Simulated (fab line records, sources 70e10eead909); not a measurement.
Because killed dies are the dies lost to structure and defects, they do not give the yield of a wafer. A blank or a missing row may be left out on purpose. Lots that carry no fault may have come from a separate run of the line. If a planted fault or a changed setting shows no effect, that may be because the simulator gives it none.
A single fault, viewed from 2 desks / flow nandHarc / only its own numbers are on each desk; what lay behind them is given at the end

== THE TOOL OWNER'S DESK: arfiScanner-01 ==
The tool's own readings at NHARC_A_BLC_EXPOSE_07 (exposes mask A BLC, target cd 100 nm): means of the sampled wafers that have a number, for each lot that ran on this tool. If a lot's mean is further than 4 standard deviations from the usual mean, the lot is out of limits and carries the mark OUT (the distance appears in the brackets).
Columns: A = exposureDoseMJCm2 at NHARC_A_BLC_EXPOSE_07, usual 67.97; B = reticleTempC at NHARC_A_BLC_EXPOSE_07, usual 23.02 C
lot=L105; first seen here=day 17 22:49; A=67.97; B=23.01
lot=L108; first seen here=day 18 17:42; A=68.06; B=23.08
lot=L114; first seen here=day 20 16:45; A=89.94 (+99 or more) OUT; B=22.96
lot=L118; first seen here=day 21 09:50; A=85.51 (+99 or more) OUT; B=23.11
lot=L117; first seen here=day 21 10:35; A=83.14 (+99 or more) OUT; B=23.09
lot=L115; first seen here=day 21 14:17; A=83.18 (+99 or more) OUT; B=23.01
Finding of this desk: L114, L115, L117, L118 out of limits; the first was L114 at day 20 16:45, on exposureDoseMJCm2 at NHARC_A_BLC_EXPOSE_07. L105, L108: within limits.

== METROLOGY DESK ==
What the gauges read for every lot (on any tool): the sampled wafers with a number, averaged. If a lot's mean is further than 4 standard deviations from the usual mean, the lot is out of limits and carries the mark OUT (the distance appears in the brackets).
Columns: A = cdNm at NHARC_A_CONTACT_CD_MEAS_15, usual 90.1 nm; B = cdNm at NHARC_A_BLC_CD_MEAS_10, usual 100.1 nm; C = overlayXNm at NHARC_A_BLC_OVL_MEAS_11, usual 0.1 nm; D = overlayYNm at NHARC_A_BLC_OVL_MEAS_11, usual 0.1 nm
lot=L102; first seen here=day 17 03:22; A=90.2; B=99.6; C=0.5; D=0.3
lot=L105; first seen here=day 17 19:59; A=90.3; B=99.7; C=-0.7; D=-1.3
lot=L108; first seen here=day 18 14:49; A=90.2; B=100.6; C=1.0; D=-0.1
lot=L109; first seen here=day 19 03:26; A=90.1; B=100.0; C=0.1; D=-0.0
lot=L110; first seen here=day 19 03:55; A=90.1; B=99.7; C=0.2; D=0.0
lot=L111; first seen here=day 19 12:52; A=89.5; B=100.7; C=-0.4; D=1.7
lot=L114; first seen here=day 20 13:49; A=90.2; B=117.7 (+34) OUT; C=0.7; D=-0.6
lot=L118; first seen here=day 21 02:22; A=90.5; B=113.2 (+25) OUT; C=0.3; D=-0.4
lot=L117; first seen here=day 21 04:26; A=90.4; B=111.7 (+22) OUT; C=-2.1; D=0.5
lot=L115; first seen here=day 21 10:48; A=89.8; B=111.8 (+23) OUT; C=0.3; D=-0.7
lot=L120; first seen here=day 21 13:04; A=89.9; B=100.2; C=0.4; D=0.3
lot=L121; first seen here=day 21 20:01; A=89.4; B=100.3; C=0.3; D=-1.2
lot=L122; first seen here=day 22 01:04; A=90.4; B=100.6; C=-0.3; D=-1.5
Finding of this desk: L114, L115, L117, L118 out of limits; the first was L114 at day 20 16:53, on cdNm at NHARC_A_BLC_CD_MEAS_10. L102, L105, L108, L109, L110, L111, L120, L121, L122: within limits.

== PUT TOGETHER ==
On L114, L115, L117, L118, at day 20 16:45, an alarm was possible from the tool owner's desk.
Metrology desk: alarm possible at day 20 16:53 on L114, L115, L117, L118.
On arfiScanner-01, each named lot ran NHARC_A_BLC_EXPOSE_07.

== WHAT THE SIMULATOR HAD PUT IN ==
Process parameter drift: arfiScanner-01, from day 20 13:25 on, at NHARC_A_BLC_EXPOSE_07. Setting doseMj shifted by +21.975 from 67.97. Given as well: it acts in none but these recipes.
Struck lots among those shown: L114, L115, L117, L118.
Hours from the fault's start to each desk's first reading out of limits: the tool owner's desk, 3; the metrology desk, 3.
